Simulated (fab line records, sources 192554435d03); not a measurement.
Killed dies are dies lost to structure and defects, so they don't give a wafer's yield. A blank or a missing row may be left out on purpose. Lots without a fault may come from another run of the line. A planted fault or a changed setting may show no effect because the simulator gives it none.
One fault seen from 2 desks | flow n5_finfet | each desk has only its own numbers; what lay behind them comes last

THE DEFECT DESK
What the inspections along the route counted, lot by lot: means of the sampled wafers that have a number. A lot is out of limits, marked OUT, if its mean lies more than 4 standard deviations from the usual mean; the brackets give that distance.
Columns: A = raw_defect_count at N5_WELL_APT_INSPECT_10, usual 2.0
lot  | first seen here | A
L497 | day 3 08:16     | 1.3
L498 | day 3 13:59     | 2.5
L499 | day 3 20:28     | 2.0
L504 | day 5 02:16     | 0.7
L510 | day 6 13:55     | 2.3
L511 | day 6 19:45     | 1.3
This desk's finding: nothing out of limits on any of the 6 lots.

THE METROLOGY DESK
What the gauges read, lot by lot, whatever tool the lot ran on: means of the sampled wafers that have a number. A lot is out of limits, marked OUT, if its mean lies more than 4 standard deviations from the usual mean; the brackets give that distance. Of its 11 readings 7 are shown: those that lie furthest out on some lot.
Columns: A = NWELL_OVL at N5_WELL_APT_OVL_MEAS_09, usual 0 nm; B = DIBL_N at N5_BEOL_M4_RC_MEAS_101, usual 37.1 mV/V; C = DIBL_P at N5_BEOL_M4_RC_MEAS_101, usual 37 mV/V; D = IOFF_P at N5_BEOL_M4_RC_MEAS_101, usual 0.21 nA/um; E = ION_N at N5_BEOL_M4_RC_MEAS_101, usual 674 uA/um; F = ION_P at N5_BEOL_M4_RC_MEAS_101, usual 459 uA/um; G = VT_P at N5_BEOL_M4_RC_MEAS_101, usual -251 mV
lot  | first seen here | A  | B    | C  | D    | E   | F   | G
L497 | day 3 08:06     | 7  | 36.5 | 34 | 0.21 | 669 | 458 | -251
L498 | day 3 13:58     | -8 | 38.5 | 38 | 0.22 | 674 | 460 | -251
L499 | day 3 20:26     | 1  | 36.5 | 34 | 0.16 | 665 | 449 | -256
L504 | day 5 02:15     | -3 | 36.8 | 38 | 0.22 | 684 | 466 | -251
L510 | day 6 13:54     | 6  | 37.1 | 37 | 0.21 | 673 | 455 | -252
L511 | day 6 19:44     | -2 | 33.2 | 33 | 0.14 | 653 | 441 | -258
This desk's finding: nothing out of limits on any of the 6 lots.

PUT TOGETHER
The defect desk saw nothing out of limits.
The metrology desk saw nothing out of limits.

WHAT THE SIMULATOR HAD PUT IN
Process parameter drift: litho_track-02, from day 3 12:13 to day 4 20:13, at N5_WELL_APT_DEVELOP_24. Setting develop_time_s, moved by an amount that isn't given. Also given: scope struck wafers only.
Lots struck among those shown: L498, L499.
